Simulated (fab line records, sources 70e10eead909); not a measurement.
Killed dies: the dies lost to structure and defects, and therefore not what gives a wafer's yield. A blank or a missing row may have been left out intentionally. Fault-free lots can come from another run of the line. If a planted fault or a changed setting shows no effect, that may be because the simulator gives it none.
Chamber matching :: flow nand harc :: ald hk-01 running NHARC_A_CHANNEL_FILL_D1_ALD_25: 3 sister chambers
The step deposits SiOx, target thk 60 nm, pulse time 10 s, ald cycles 600. 3 wafers are shown with their chamber, then 7 later ones without.

== WAFERS, EACH WITH ITS CHAMBER ==
wafer: L085.6
chamber: 0
heater power w (W): 471

wafer: L088.4
chamber: 2
heater power w (W): 531

wafer: L090.2
chamber: 1
heater power w (W): 442

== WAFERS WITHOUT THEIR CHAMBER ==
wafer: L090.4
heater power w (W): 465

wafer: L093.1
heater power w (W): 449

wafer: L093.2
heater power w (W): 528

wafer: L093.5
heater power w (W): 454

wafer: L096.1
heater power w (W): 474

wafer: L096.3
heater power w (W): 464

wafer: L096.5
heater power w (W): 531

== THE CHAMBER EACH PASSED THROUGH ==
wafer: L090.4
from the rows above: 0
in truth: 0

wafer: L093.1
from the rows above: 1
in truth: 1

wafer: L093.2
from the rows above: 2
in truth: 2

wafer: L093.5
from the rows above: can't be placed: 1 or 0
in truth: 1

wafer: L096.1
from the rows above: 0
in truth: 0

wafer: L096.3
from the rows above: 0
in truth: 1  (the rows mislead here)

wafer: L096.5
from the rows above: 2
in truth: 2
Correct placement for 5 of the 7. Cannot be placed on the basis of these rows: 1; the candidates contain the true chamber in 1. Wrongly placed: 1.
How it was worked out, from the rows above alone: a wafer's distance from a chamber is the root of the sum, over the readings, of the square of ((its reading less the chamber's mean) divided by the reading's scatter). If the next closest chamber is less than 2 further off than the closest, the wafer can't be placed; otherwise it belongs to the closest. A chamber's mean is the mean of its shown wafers. The scatter (one wafer shown for each chamber): square how far every hidden wafer sits from the nearest shown wafer, average those squares and take the square root.
